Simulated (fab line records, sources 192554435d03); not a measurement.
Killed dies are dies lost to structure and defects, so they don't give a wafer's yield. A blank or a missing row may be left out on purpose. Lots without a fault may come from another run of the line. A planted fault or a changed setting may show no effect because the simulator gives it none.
Which tool did it? | flow n5_finfet | 9 lots, 27 wafers sampled, at 6 steps of a route of 1938

WHAT THE GAUGES READ, wafer by wafer
N5_BEOL_M4_RC_MEAS_101. Usual: DIBL_N 36.5 mV/V, standard deviation 1.4; DIBL_P 36.6 mV/V, standard deviation 1.6; IOFF_N 0.160 nA/um, standard deviation 0.024; IOFF_P 0.217 nA/um, standard deviation 0.029; ION_N 674 uA/um, standard deviation 8.7; ION_P 464 uA/um, standard deviation 6.5; SS_N 71.6 mV/dec, standard deviation 0.47; SS_P 73.4 mV/dec, standard deviation 0.57; VT_N 250.0 mV, standard deviation 2.5; VT_P -250 mV, standard deviation 3.1.
lot  | measured     | on        | DIBL_N (mV/V)  | DIBL_P (mV/V)  | IOFF_N (nA/um)    | IOFF_P (nA/um)    | ION_N (uA/um) | ION_P (uA/um) | SS_N (mV/dec)  | SS_P (mV/dec)  | VT_N (mV)         | VT_P (mV)      | flag
L216 | day 7 23:13  | prober-02 | 38.0 39.3 36.9 | 37.7 38.8 36.6 | 0.172 0.190 0.149 | 0.236 0.250 0.218 | 676 676 673   | 466 466 468   | 71.7 72.2 71.5 | 72.8 73.7 73.6 | 250.4 247.5 252.5 | -248 -247 -250 |
L217 | day 8 06:04  | prober-02 | 34.3 35.2 35.5 | 35.8 36.7 36.3 | 0.140 0.143 0.152 | 0.193 0.203 0.208 | 663 666 671   | 465 461 462   | 71.6 71.8 71.7 | 72.8 72.6 73.3 | 250.5 251.5 249.1 | -251 -251 -249 |
L218 | day 8 17:36  | prober-01 | 36.9 34.8 37.4 | 37.8 34.3 37.7 | 0.177 0.138 0.188 | 0.222 0.175 0.220 | 669 678 690   | 460 463 466   | 71.7 70.9 71.8 | 73.2 73.1 74.0 | 248.6 253.1 247.8 | -249 -252 -250 |
L221 | day 9 18:49  | prober-02 | 38.8 35.9 37.8 | 39.8 36.3 38.6 | 0.211 0.160 0.187 | 0.253 0.196 0.226 | 694 677 679   | 465 457 460   | 72.7 71.2 70.8 | 74.1 73.5 74.0 | 248.9 250.0 249.7 | -249 -253 -253 |
L226 | day 10 02:55 | prober-02 | 38.4 37.3 37.9 | 37.1 36.7 36.9 | 0.194 0.182 0.184 | 0.234 0.243 0.232 | 675 687 680   | 462 467 469   | 71.9 71.9 71.9 | 73.4 74.1 73.7 | 245.2 248.5 245.5 | -250 -250 -251 |
L224 | day 10 11:13 | prober-01 | 36.3 37.1 36.9 | 37.3 37.9 37.7 | 0.169 0.187 0.176 | 0.261 0.267 0.256 | 678 673 689   | 474 474 474   | 71.1 72.0 71.9 | 74.2 73.4 73.4 | 248.6 245.1 248.4 | -245 -243 -244 |
L225 | day 10 18:02 | prober-02 | 36.5 36.8 37.5 | 33.8 35.0 35.5 | 0.151 0.151 0.163 | 0.192 0.203 0.220 | 676 678 677   | 461 468 466   | 71.2 71.1 71.2 | 72.1 73.8 73.2 | 250.4 249.4 249.3 | -251 -251 -248 |
L233 | day 12 06:28 | prober-02 | 35.3 36.1 35.7 | 34.2 35.6 35.5 | 0.112 0.127 0.127 | 0.167 0.185 0.185 | 653 663 666   | 454 462 462   | 71.0 71.2 71.4 | 72.3 73.1 73.3 | 253.4 254.9 253.7 | -255 -252 -252 |
L238 | day 13 13:08 | prober-01 | 35.8 34.8 37.9 | 38.6 37.1 40.1 | 0.164 0.143 0.199 | 0.217 0.193 0.236 | 677 677 686   | 454 461 458   | 71.6 70.9 73.0 | 73.5 73.4 74.4 | 248.1 252.1 248.2 | -249 -250 -249 |

WHICH TOOL RAN EACH LOT (tool, then ch and the chambers of the sampled wafers, then the start)
lot  | N5_BEOL_M4_PECVD_72            | N5_BEOL_M4_ANNEAL_80         | N5_BEOL_M4_ANNEAL_82         | N5_BEOL_M4_ANNEAL_51             | N5_BEOL_M4_CMP_52
L216 | pecvd-03 ch 1,2, day 7 11:34   | pvd_sputter-03, day 7 20:29  | pvd_sputter-03, day 7 20:43  | rtp_anneal-01 ch 0, day 7 22:11  | cmp-04 ch 0,2,3, day 7 22:26
L217 | pecvd-01 ch 0,1, day 7 16:49   | pvd_sputter-01, day 8 03:25  | pvd_sputter-01, day 8 03:38  | rtp_anneal-02 ch 0, day 8 05:05  | cmp-03 ch 0,2,3, day 8 05:22
L218 | pecvd-02 ch 1,2, day 8 03:55   | pvd_sputter-01, day 8 14:47  | pvd_sputter-01, day 8 15:00  | rtp_anneal-01 ch 0, day 8 16:35  | cmp-02 ch 0,2,3, day 8 16:53
L221 | pecvd-03 ch 0,2, day 9 01:22   | pvd_sputter-02, day 9 16:14  | pvd_sputter-02, day 9 16:27  | rtp_anneal-02 ch 0, day 9 17:53  | cmp-02 ch 1,2, day 9 18:11
L226 | pecvd-01 ch 0,1,2, day 9 14:33 | pvd_sputter-03, day 10 00:09 | pvd_sputter-03, day 10 00:22 | rtp_anneal-01 ch 0, day 10 01:48 | cmp-02 ch 0,1,3, day 10 02:08
L224 | pecvd-01 ch 0,1,2, day 9 19:40 | pvd_sputter-02, day 10 08:38 | pvd_sputter-02, day 10 08:51 | rtp_anneal-01 ch 0, day 10 10:17 | cmp-03 ch 0,1,3, day 10 10:36
L225 | pecvd-01 ch 0,2, day 9 23:56   | pvd_sputter-02, day 10 15:19 | pvd_sputter-02, day 10 15:32 | rtp_anneal-01 ch 0, day 10 17:01 | cmp-04 ch 0,1,2, day 10 17:20
L233 | pecvd-01 ch 1,2, day 11 20:07  | pvd_sputter-02, day 12 03:34 | pvd_sputter-02, day 12 03:47 | rtp_anneal-01 ch 0, day 12 05:20 | cmp-04 ch 0,2, day 12 05:33
L238 | pecvd-03 ch 1,2, day 13 01:29  | pvd_sputter-01, day 13 10:35 | pvd_sputter-01, day 13 10:48 | rtp_anneal-01 ch 0, day 13 12:14 | cmp-03 ch 0,1,3, day 13 12:32
- N5_BEOL_M4_PECVD_72: deposits SiO2 from TEOS/O2, target thk 16 nm, time 18 s.
- N5_BEOL_M4_ANNEAL_80: time 240 s.
- N5_BEOL_M4_ANNEAL_82: time 240 s.
- N5_BEOL_M4_ANNEAL_51: time 90 s.
- N5_BEOL_M4_CMP_52: polishes, stops on SiOC, t overpolish 6.8 s, target thk 40 nm.

WHAT THE TOOLS THEMSELVES READ (means of the sampled wafers that have a number; where no wafer has one, the mark that the record gives instead)
N5_BEOL_M4_PECVD_72. Usual: heater_power_outer_w 416 W, standard deviation 54; heater_power_w 686 W, standard deviation 84; showerhead_plenum_p_Torr 8.78 Torr, standard deviation 0.08; showerhead_vpp_V 1328 V, standard deviation 50; throttle_valve_pct 22.5 %, standard deviation 1.1.
lot  | tool     | heater_power_outer_w (W) | heater_power_w (W) | showerhead_plenum_p_Torr (Torr) | showerhead_vpp_V (V) | throttle_valve_pct (%) | flag
L216 | pecvd-03 | 438                      | 755                | 8.74                            | 1325                 | 22.1                   |
L217 | pecvd-01 | 402                      | 654                | 8.80                            | 1288                 | 22.4                   |
L218 | pecvd-02 | 379                      | 629                | 8.78                            | 1325                 | 23.2                   |
L221 | pecvd-03 | 412                      | 744                | 8.75                            | 1283                 | 21.7                   |
L226 | pecvd-01 | 410                      | 662                | 8.78                            | 1309                 | 22.2                   |
L224 | pecvd-01 | 424                      | 681                | 8.79                            | 1315                 | 22.1                   |
L225 | pecvd-01 | 396                      | 642                | 8.71                            | 1311                 | 21.6                   |
L233 | pecvd-01 | 411                      | 672                | 8.84                            | 1325                 | 22.2                   |
L238 | pecvd-03 | 419                      | 721                | 8.76                            | 1316                 | 22.2                   |

N5_BEOL_M4_ANNEAL_80. Usual: heater_power_w 760 W, standard deviation 87; susceptor_temp_C_max 401.0, standard deviation 0.42.
lot  | tool           | heater_power_w (W) | susceptor_temp_C_max | flag
L216 | pvd_sputter-03 | 707                | 401.0                |
L217 | pvd_sputter-01 | 786                | 401.0                |
L218 | pvd_sputter-01 | 680                | 400.6                |
L221 | pvd_sputter-02 | 821                | 401.3                |
L226 | pvd_sputter-03 | 748                | 401.3                |
L224 | pvd_sputter-02 | 808                | 401.3                |
L225 | pvd_sputter-02 | 801                | 401.8                |
L233 | pvd_sputter-02 | 807                | 401.4                |
L238 | pvd_sputter-01 | 782                | 400.9                |

N5_BEOL_M4_ANNEAL_82. Usual: heater_power_w 761 W, standard deviation 87; susceptor_temp_C_max 401.0, standard deviation 0.46.
lot  | tool           | heater_power_w (W) | susceptor_temp_C_max | flag
L216 | pvd_sputter-03 | 707                | 400.6                |
L217 | pvd_sputter-01 | 791                | 401.0                |
L218 | pvd_sputter-01 | 682                | 400.8                |
L221 | pvd_sputter-02 | 821                | 401.3                |
L226 | pvd_sputter-03 | 755                | 400.9                |
L224 | pvd_sputter-02 | 818                | 401.4                |
L225 | pvd_sputter-02 | 806                | 401.7                |
L233 | pvd_sputter-02 | 813                | 401.5                |
L238 | pvd_sputter-01 | 789                | 400.6                |

N5_BEOL_M4_ANNEAL_51. Usual: wafer_temp_C_max 225.65, standard deviation 0.22.
lot  | tool          | wafer_temp_C_max | flag
L216 | rtp_anneal-01 | 225.47           |
L217 | rtp_anneal-02 | 225.78           |
L218 | rtp_anneal-01 | 225.43           |
L221 | rtp_anneal-02 | 225.90           |
L226 | rtp_anneal-01 | 225.48           |
L224 | rtp_anneal-01 | 225.61           |
L225 | rtp_anneal-01 | 225.57           |
L233 | rtp_anneal-01 | 225.66           |
L238 | rtp_anneal-01 | 225.50           |

N5_BEOL_M4_CMP_52. Usual: barrier_field_endpoint_s 24.5 s, standard deviation 0.61; clearing_platen_down_force_psi 1.500 psi, standard deviation 0.003; motor_current_A 6.3 A, standard deviation 0.49; slurry_flow_ml_min 150.0, standard deviation 0.5.
lot  | tool   | barrier_field_endpoint_s (s) | clearing_platen_down_force_psi (psi) | motor_current_A (A) | slurry_flow_ml_min | flag
L216 | cmp-04 | 23.5                         | 1.501                                | 6.2                 | 149.9              |
L217 | cmp-03 | 24.6                         | 1.500                                | 6.5                 | 150.1              |
L218 | cmp-02 | 24.0                         | 1.500                                | 6.1                 | 150.1              |
L221 | cmp-02 | 24.4                         | 1.503                                | 6.7                 | 150.3              |
L226 | cmp-02 | 24.4                         | 1.501                                | 6.0                 | 149.8              |
L224 | cmp-03 | 24.6                         | 1.498                                | 5.9                 | 149.8              |
L225 | cmp-04 | 23.9                         | 1.503                                | 6.5                 | 149.6              |
L233 | cmp-04 | 29.3                         | 1.499                                | 6.6                 | 149.8              | OFF
L238 | cmp-03 | 25.0                         | 1.498                                | 6.1                 | 149.6              |

THE ANSWER, worked out from the rows above alone
Rule: a lot is off if the mean of its wafers that have a number lies more than 3 standard deviations from the usual mean. A lot without any number at a reading at which 4 lots or more have one is off too. The other lots that the step has rows for count as sound. The gauges are gone through in route order, then the tools' own readings, and for those a lot's mean is taken as printed above. The first step at which some lot is off is used, and at that step the reading that is off furthest; a lot without a number counts as furthest.
Off: L233, at N5_BEOL_M4_CMP_52 (barrier_field_endpoint_s).
A tool fits if, at that step or a process step before it, it ran every lot that is off, and no sound lot after the first of them. Can't be told from this: 3 tools fit, pecvd-01 at N5_BEOL_M4_PECVD_72, pvd_sputter-02 at N5_BEOL_M4_ANNEAL_80 and N5_BEOL_M4_ANNEAL_82, cmp-04 at N5_BEOL_M4_CMP_52.

WHAT THE SIMULATOR HAD PUT IN
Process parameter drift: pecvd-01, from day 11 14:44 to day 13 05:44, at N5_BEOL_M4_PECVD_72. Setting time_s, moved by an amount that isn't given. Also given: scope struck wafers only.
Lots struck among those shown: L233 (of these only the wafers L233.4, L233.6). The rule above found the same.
